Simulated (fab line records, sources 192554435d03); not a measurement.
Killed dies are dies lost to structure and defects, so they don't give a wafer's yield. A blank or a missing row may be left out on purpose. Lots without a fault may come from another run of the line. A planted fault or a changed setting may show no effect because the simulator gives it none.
Which tool did it? | flow n5_finfet | 24 lots, 72 wafers sampled, at 3 steps of a route of 1938

WHAT THE GAUGES READ, wafer by wafer
N5_BEOL_M7_RS_MEAS_57: measures by four-point-probe. Usual: M7_RS 0.287 ohm/sq, standard deviation 0.0071.
lot  | measured     | on            | M7_RS (ohm/sq)    | flag
L074 | day 10 23:24 | film_metro-02 | 0.299 0.292 0.286 |
L075 | day 12 06:40 | film_metro-02 | 0.281 0.288 0.281 |
L076 | day 12 10:02 | film_metro-01 | 0.292 0.300 0.299 |
L077 | day 12 18:02 | film_metro-01 | 0.296 0.281 0.296 |
L078 | day 13 02:12 | film_metro-02 | 0.294 0.286 0.282 |
L080 | day 13 10:04 | film_metro-01 | 0.280 0.293 0.285 |
L081 | day 13 15:04 | film_metro-02 | 0.277 0.290 0.282 |
L083 | day 13 20:05 | film_metro-02 | 0.275 0.280 0.283 |
L082 | day 13 22:11 | film_metro-02 | 0.282 0.282 0.268 |
L084 | day 13 23:52 | film_metro-02 | 0.280 0.288 0.296 |
L085 | day 14 12:23 | film_metro-02 | 0.292 0.291 0.292 |
L092 | day 14 12:55 | film_metro-01 | 0.299 0.286 0.290 |
L086 | day 14 15:45 | film_metro-01 | 0.295 0.282 0.288 |
L088 | day 15 04:16 | film_metro-01 | 0.291 0.285 0.285 |
L087 | day 15 09:02 | film_metro-02 | 0.275 0.281 0.286 |
L089 | day 15 09:24 | film_metro-02 | 0.286 0.298 0.290 |
L090 | day 15 13:26 | film_metro-02 | 0.288 0.281 0.278 |
L091 | day 15 16:54 | film_metro-02 | 0.285 0.282 0.295 |
L093 | day 15 17:10 | film_metro-02 | 0.278 0.288 0.276 |
L079 | day 16 22:07 | film_metro-01 | 0.292 0.287 0.284 |
L097 | day 16 22:40 | film_metro-02 | 0.286 0.293 0.286 |
L096 | day 17 03:15 | film_metro-02 | 0.278 0.279 0.294 |
L094 | day 17 19:56 | film_metro-01 | 0.294 0.279 0.294 |
L095 | day 17 22:34 | film_metro-02 | 0.297 0.289 0.287 |

WHICH TOOL RAN EACH LOT (tool, then ch and the chambers of the sampled wafers, then the start)
lot  | N5_BEOL_M7_ALD_77                   | N5_BEOL_M7_ANNEAL_51
L074 | ald_metal-02 ch 0,1,2, day 10 21:47 | rtp_anneal-02 ch 0, day 10 22:46
L075 | ald_metal-02 ch 1,2,3, day 12 04:50 | rtp_anneal-01 ch 0, day 12 05:59
L076 | ald_metal-03 ch 0,1,2, day 12 07:44 | rtp_anneal-02 ch 0, day 12 09:18
L077 | ald_metal-02 ch 2,3, day 12 15:41   | rtp_anneal-01 ch 0, day 12 17:19
L078 | ald_metal-03 ch 0,1,3, day 12 23:40 | rtp_anneal-01 ch 0, day 13 01:29
L080 | ald_metal-02 ch 2,3, day 13 08:37   | rtp_anneal-01 ch 0, day 13 09:20
L081 | ald_metal-04 ch 0,1,2, day 13 13:08 | rtp_anneal-02 ch 0, day 13 14:19
L083 | ald_metal-04 ch 0,2,3, day 13 18:11 | rtp_anneal-01 ch 0, day 13 19:20
L082 | ald_metal-03 ch 1,2,3, day 13 19:01 | rtp_anneal-01 ch 0, day 13 21:32
L084 | ald_metal-04 ch 0,3, day 13 21:47   | rtp_anneal-01 ch 0, day 13 23:13
L085 | ald_metal-04 ch 0,3, day 14 10:29   | rtp_anneal-02 ch 0, day 14 11:45
L092 | ald_metal-02 ch 0,2,3, day 14 10:47 | rtp_anneal-02 ch 0, day 14 12:14
L086 | ald_metal-02 ch 0,1,2, day 14 14:12 | rtp_anneal-02 ch 0, day 14 15:02
L088 | ald_metal-02 ch 0,3, day 15 00:45   | rtp_anneal-01 ch 0, day 15 03:33
L087 | ald_metal-04 ch 0,2,3, day 15 07:29 | rtp_anneal-01 ch 0, day 15 08:14
L089 | ald_metal-02 ch 0,2, day 15 07:49   | rtp_anneal-02 ch 0, day 15 08:43
L090 | ald_metal-04 ch 0,3, day 15 11:20   | rtp_anneal-02 ch 0, day 15 12:46
L091 | ald_metal-04 ch 0,3, day 15 15:03   | rtp_anneal-01 ch 0, day 15 16:10
L093 | ald_metal-02 ch 0,2,3, day 15 15:15 | rtp_anneal-01 ch 0, day 15 16:32
L079 | ald_metal-02 ch 0,1,3, day 16 19:56 | rtp_anneal-02 ch 0, day 16 21:23
L097 | ald_metal-03 ch 1,3, day 16 20:27   | rtp_anneal-02 ch 0, day 16 21:56
L096 | ald_metal-03 ch 0,2,3, day 17 01:03 | rtp_anneal-01 ch 0, day 17 02:28
L094 | ald_metal-04 ch 0,1,2, day 17 17:39 | rtp_anneal-01 ch 0, day 17 19:13
L095 | ald_metal-04 ch 0,2, day 17 20:58   | rtp_anneal-02 ch 0, day 17 21:51
- N5_BEOL_M7_ALD_77: deposits TaN, target thk 2 nm, pulse time 2 s, purge time 3 s.
- N5_BEOL_M7_ANNEAL_51: time 90 s.

WHAT THE TOOLS THEMSELVES READ (means of the sampled wafers that have a number; where no wafer has one, the mark that the record gives instead)
N5_BEOL_M7_ALD_77. Usual: heater_power_w 437 W, standard deviation 46.
lot  | tool         | heater_power_w (W) | flag
L074 | ald_metal-02 | 424                |
L075 | ald_metal-02 | 436                |
L076 | ald_metal-03 | 410                |
L077 | ald_metal-02 | 439                |
L078 | ald_metal-03 | 417                |
L080 | ald_metal-02 | 443                |
L081 | ald_metal-04 | 442                |
L083 | ald_metal-04 | 462                |
L082 | ald_metal-03 | 422                |
L084 | ald_metal-04 | 502                |
L085 | ald_metal-04 | 511                |
L092 | ald_metal-02 | 432                |
L086 | ald_metal-02 | 430                |
L088 | ald_metal-02 | 441                |
L087 | ald_metal-04 | 462                |
L089 | ald_metal-02 | 428                |
L090 | ald_metal-04 | 508                |
L091 | ald_metal-04 | 500                |
L093 | ald_metal-02 | 438                |
L079 | ald_metal-02 | 443                |
L097 | ald_metal-03 | 379                |
L096 | ald_metal-03 | 396                |
L094 | ald_metal-04 | 444                |
L095 | ald_metal-04 | 472                |

N5_BEOL_M7_ANNEAL_51. Usual: wafer_temp_C_max 225.92, standard deviation 0.25.
lot  | tool          | wafer_temp_C_max | flag
L074 | rtp_anneal-02 | 225.78           |
L075 | rtp_anneal-01 | 225.92           |
L076 | rtp_anneal-02 | 226.17           |
L077 | rtp_anneal-01 | 226.03           |
L078 | rtp_anneal-01 | 226.08           |
L080 | rtp_anneal-01 | 225.83           |
L081 | rtp_anneal-02 | 226.06           |
L083 | rtp_anneal-01 | 225.85           |
L082 | rtp_anneal-01 | 225.82           |
L084 | rtp_anneal-01 | 225.65           |
L085 | rtp_anneal-02 | 226.20           |
L092 | rtp_anneal-02 | 226.13           |
L086 | rtp_anneal-02 | 225.97           |
L088 | rtp_anneal-01 | 225.66           |
L087 | rtp_anneal-01 | 225.72           |
L089 | rtp_anneal-02 | 226.16           |
L090 | rtp_anneal-02 | 225.84           |
L091 | rtp_anneal-01 | 226.02           |
L093 | rtp_anneal-01 | 225.89           |
L079 | rtp_anneal-02 | 225.80           |
L097 | rtp_anneal-02 | 226.05           |
L096 | rtp_anneal-01 | 225.62           |
L094 | rtp_anneal-01 | 226.05           |
L095 | rtp_anneal-02 | 225.90           |

THE ANSWER, worked out from the rows above alone
Rule: a lot is off if the mean of its wafers that have a number lies more than 3 standard deviations from the usual mean. A lot without any number at a reading at which 4 lots or more have one is off too. The other lots that the step has rows for count as sound. The gauges are gone through in route order, then the tools' own readings, and for those a lot's mean is taken as printed above. The first step at which some lot is off is used, and at that step the reading that is off furthest; a lot without a number counts as furthest.
No lot is off at any reading shown: from this, nothing can be told.

WHAT THE SIMULATOR HAD PUT IN
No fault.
